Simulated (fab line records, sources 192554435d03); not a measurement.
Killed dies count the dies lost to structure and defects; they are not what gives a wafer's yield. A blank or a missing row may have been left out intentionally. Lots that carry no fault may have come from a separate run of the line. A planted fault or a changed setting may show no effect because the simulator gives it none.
Lot-split experiment :: flow n5 finfet :: route with 1938 steps; 7 lots, 39 wafers read

## THE SPLIT ITSELF
At N5_BEOL_M13_ETCH_59 (etches BARC in N2/H2, target depth 89 nm, overetch 26.7 nm, time 67.9 s), the setting time s was moved away from the recipe's 67.9 s on 18 of the 39 wafers read, by -49.2% to +49.9%. All remaining wafers had this setting at the recipe value.

## FROM THE SPLIT TO THE READING: what the file shows between them, 5 steps
- N5_BEOL_M13_VIA_ETCH_16: etches SiOC in C4F8/O2/Ar, target depth 921.7 nm
- N5_BEOL_M13_STRIP_63: strips in N2/H2
- N5_BEOL_M13_STRIP_64: strips in N2/H2
- N5_BEOL_M13_STRIP_71: strips in post etch residue remover, time 60 s
- N5_BEOL_M13_SRD_72: time 30 s, dry time 30 s

## THE READING
cd nm at N5_BEOL_M13_CD_MEAS_17, given in nm (cd target 190 nm). A value of 189.7 nm with a standard deviation of 1.7 nm is what fault-free wafers of this fab line usually give.

wafer: L074.1
tool, chamber at the split: rie diel-03, 0
time s as run, s: 101.8
against the recipe: +49.9%
cd nm, nm: 195.4
against lot-mates on the recipe: +5.6

wafer: L074.2
tool, chamber at the split: rie diel-03, 2
time s as run, s: 67.9
against the recipe: recipe
cd nm, nm: 190.1
against lot-mates on the recipe: -

wafer: L074.3
tool, chamber at the split: rie diel-03, 3
time s as run, s: 101.8
against the recipe: +49.9%
cd nm, nm: 194.3
against lot-mates on the recipe: +4.5

wafer: L074.4
tool, chamber at the split: rie diel-03, 1
time s as run, s: 67.9
against the recipe: recipe
cd nm, nm: 188.9
against lot-mates on the recipe: -

wafer: L074.5
tool, chamber at the split: rie diel-03, 0
time s as run, s: 101.8
against the recipe: +49.9%
cd nm, nm: 193.9
against lot-mates on the recipe: +4.1

wafer: L074.6
tool, chamber at the split: rie diel-03, 3
time s as run, s: 67.9
against the recipe: recipe
cd nm, nm: 190.4
against lot-mates on the recipe: -

wafer: L082.1
tool, chamber at the split: rie diel-01, 1
time s as run, s: 67.9
against the recipe: recipe
cd nm, nm: 190.8
against lot-mates on the recipe: -

wafer: L082.2
tool, chamber at the split: rie diel-01, 0
time s as run, s: 67.9
against the recipe: recipe
cd nm, nm: 191.5
against lot-mates on the recipe: -

wafer: L082.3
tool, chamber at the split: rie diel-01, 2
time s as run, s: 87.14
against the recipe: +28.3%
cd nm, nm: 193.9
against lot-mates on the recipe: +2.3

wafer: L082.4
tool, chamber at the split: rie diel-01, 3
time s as run, s: 87.14
against the recipe: +28.3%
cd nm, nm: 193.1
against lot-mates on the recipe: +1.5

wafer: L082.5
tool, chamber at the split: rie diel-01, 0
time s as run, s: 67.9
against the recipe: recipe
cd nm, nm: 192.5
against lot-mates on the recipe: -

wafer: L082.6
tool, chamber at the split: rie diel-01, 1
time s as run, s: 87.14
against the recipe: +28.3%
cd nm, nm: 194.6
against lot-mates on the recipe: +3.0

wafer: L085.1
tool, chamber at the split: rie diel-06, 0
time s as run, s: 67.9
against the recipe: recipe
cd nm, nm: 186.4
against lot-mates on the recipe: -

wafer: L085.2
tool, chamber at the split: rie diel-06, 2
time s as run, s: 67.9
against the recipe: recipe
cd nm, nm: 188.3
against lot-mates on the recipe: -

wafer: L085.3
tool, chamber at the split: rie diel-06, 3
time s as run, s: 98.42
against the recipe: +44.9%
cd nm, nm: 194.6
against lot-mates on the recipe: +6.3

wafer: L085.4
tool, chamber at the split: rie diel-06, 1
time s as run, s: 98.42
against the recipe: +44.9%
cd nm, nm: 194.5
against lot-mates on the recipe: +6.2

wafer: L085.5
tool, chamber at the split: rie diel-06, 2
time s as run, s: 98.42
against the recipe: +44.9%
cd nm, nm: 193.8
against lot-mates on the recipe: +5.5

wafer: L085.6
tool, chamber at the split: rie diel-06, 1
time s as run, s: 67.9
against the recipe: recipe
cd nm, nm: 190.1
against lot-mates on the recipe: -

wafer: L091.1
tool, chamber at the split: rie diel-06, 1
time s as run, s: 67.9
against the recipe: recipe
cd nm, nm: 193.3
against lot-mates on the recipe: -

wafer: L091.2
tool, chamber at the split: rie diel-06, 2
time s as run, s: 67.9
against the recipe: recipe
cd nm, nm: 189.1
against lot-mates on the recipe: -

wafer: L091.3
tool, chamber at the split: rie diel-06, 0
time s as run, s: 91.62
against the recipe: +34.9%
cd nm, nm: 194.5
against lot-mates on the recipe: +3.7

wafer: L091.4
tool, chamber at the split: rie diel-06, 3
time s as run, s: 91.62
against the recipe: +34.9%
cd nm, nm: 195.1
against lot-mates on the recipe: +4.3

wafer: L091.5
tool, chamber at the split: rie diel-06, 3
time s as run, s: 67.9
against the recipe: recipe
cd nm, nm: 189.9
against lot-mates on the recipe: -

wafer: L091.6
tool, chamber at the split: rie diel-06, 2
time s as run, s: 91.62
against the recipe: +34.9%
cd nm, nm: 191.8
against lot-mates on the recipe: +1.0

wafer: L090.1
tool, chamber at the split: rie diel-03, 0
time s as run, s: 43.32
against the recipe: -36.2%
cd nm, nm: 186.6
against lot-mates on the recipe: -4.9

wafer: L090.2
tool, chamber at the split: rie diel-03, 1
time s as run, s: 43.32
against the recipe: -36.2%
cd nm, nm: 188.2
against lot-mates on the recipe: -3.3

wafer: L090.3
tool, chamber at the split: rie diel-03, 3
time s as run, s: 67.9
against the recipe: recipe
cd nm, nm: 191.1
against lot-mates on the recipe: -

wafer: L090.4
tool, chamber at the split: rie diel-03, 2
time s as run, s: 67.9
against the recipe: recipe
cd nm, nm: 191.2
against lot-mates on the recipe: -

wafer: L090.5
tool, chamber at the split: rie diel-03, 0
time s as run, s: 67.9
against the recipe: recipe
cd nm, nm: 192.3
against lot-mates on the recipe: -

wafer: L090.6
tool, chamber at the split: rie diel-03, 3
time s as run, s: 43.32
against the recipe: -36.2%
cd nm, nm: 185.4
against lot-mates on the recipe: -6.1

wafer: L092.1
tool, chamber at the split: rie diel-03, 2
time s as run, s: 34.48
against the recipe: -49.2%
cd nm, nm: 184.9
against lot-mates on the recipe: -7.1

wafer: L092.2
tool, chamber at the split: rie diel-03, 3
time s as run, s: 67.9
against the recipe: recipe
cd nm, nm: 191.6
against lot-mates on the recipe: -

wafer: L092.3
tool, chamber at the split: rie diel-03, 0
time s as run, s: 67.9
against the recipe: recipe
cd nm, nm: 191.5
against lot-mates on the recipe: -

wafer: L092.4
tool, chamber at the split: rie diel-03, 1
time s as run, s: 34.48
against the recipe: -49.2%
cd nm, nm: 184.9
against lot-mates on the recipe: -7.1

wafer: L092.5
tool, chamber at the split: rie diel-03, 1
time s as run, s: 67.9
against the recipe: recipe
cd nm, nm: 193.0
against lot-mates on the recipe: -

wafer: L092.6
tool, chamber at the split: rie diel-03, 2
time s as run, s: 34.48
against the recipe: -49.2%
cd nm, nm: 184.6
against lot-mates on the recipe: -7.4

wafer: L096.2
tool, chamber at the split: rie diel-06, 1
time s as run, s: 67.9
against the recipe: recipe
cd nm, nm: 193.2
against lot-mates on the recipe: -

wafer: L096.3
tool, chamber at the split: rie diel-06, 3
time s as run, s: 67.9
against the recipe: recipe
cd nm, nm: 190.0
against lot-mates on the recipe: -

wafer: L096.5
tool, chamber at the split: rie diel-06, 1
time s as run, s: 67.9
against the recipe: recipe
cd nm, nm: 191.9
against lot-mates on the recipe: -

THE FIT
A straight line over all 39 wafers: cd nm changes by +0.0973 nm for each +1% of time s; r = +0.88; the points scatter about the line by 1.5 nm.
The same after taking each lot's own level away (the mean of its wafers on the recipe; 39 wafers): +0.12 nm for each +1%; r = +0.94; scatter 1.2 nm.
That fit puts the effect of the largest move of time s on the reading at 6 nm.
The lots' own levels span 188.27 to 192.03 nm, that is 2.2 times the standard deviation above.
In other words, the slope is changed by the lot-to-lot level; the two fits disagree.
Check: with one of the wafers moved furthest among these (+49.9%) left out of the fit, the line predicts +5.64 nm for it against its lot-mates. It came out at +5.6 nm against them.

## THE WHOLE CHAIN: every reading that the file lists as answering this split, in the file's order
step: N5_BEOL_M13_ETCH_59
what it does: etches BARC in N2/H2, target depth 89 nm, overetch 26.7 nm, time 67.9 s
reading: coat_of_BEOL_M13_COAT_04.thk nm (the simulator's own value, which no gauge read)
change (the file's fit): -0.648 nm for each +1% of the setting
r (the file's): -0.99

step: N5_BEOL_M13_ETCH_59
what it does: etches BARC in N2/H2, target depth 89 nm, overetch 26.7 nm, time 67.9 s
reading: etch.depth nm (the simulator's own value, which no gauge read)
change (the file's fit): not straight: 60.21 at the lowest setting, 89.07 at the recipe, 89.16 at the highest
r (the file's): not given

step: N5_BEOL_M13_VIA_ETCH_16
what it does: etches SiOC in C4F8/O2/Ar, target depth 921.7 nm
reading: coat_of_BEOL_M13_COAT_04.thk nm (the simulator's own value, which no gauge read)
change (the file's fit): -0.666 nm for each +1% of the setting
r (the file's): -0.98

step: N5_BEOL_M13_STRIP_63
what it does: strips in N2/H2
reading: strip time to endpoint s
change (the file's fit): withheld for each +1% of the setting
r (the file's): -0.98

step: N5_BEOL_M13_CD_MEAS_17
what it does: target cd 190 nm
reading: cd nm
change (the file's fit): +0.118 nm for each +1% of the setting
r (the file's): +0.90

## FILE'S OWN FIT
cd nm changes by +0.118 nm for each +1% of time s, r = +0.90.
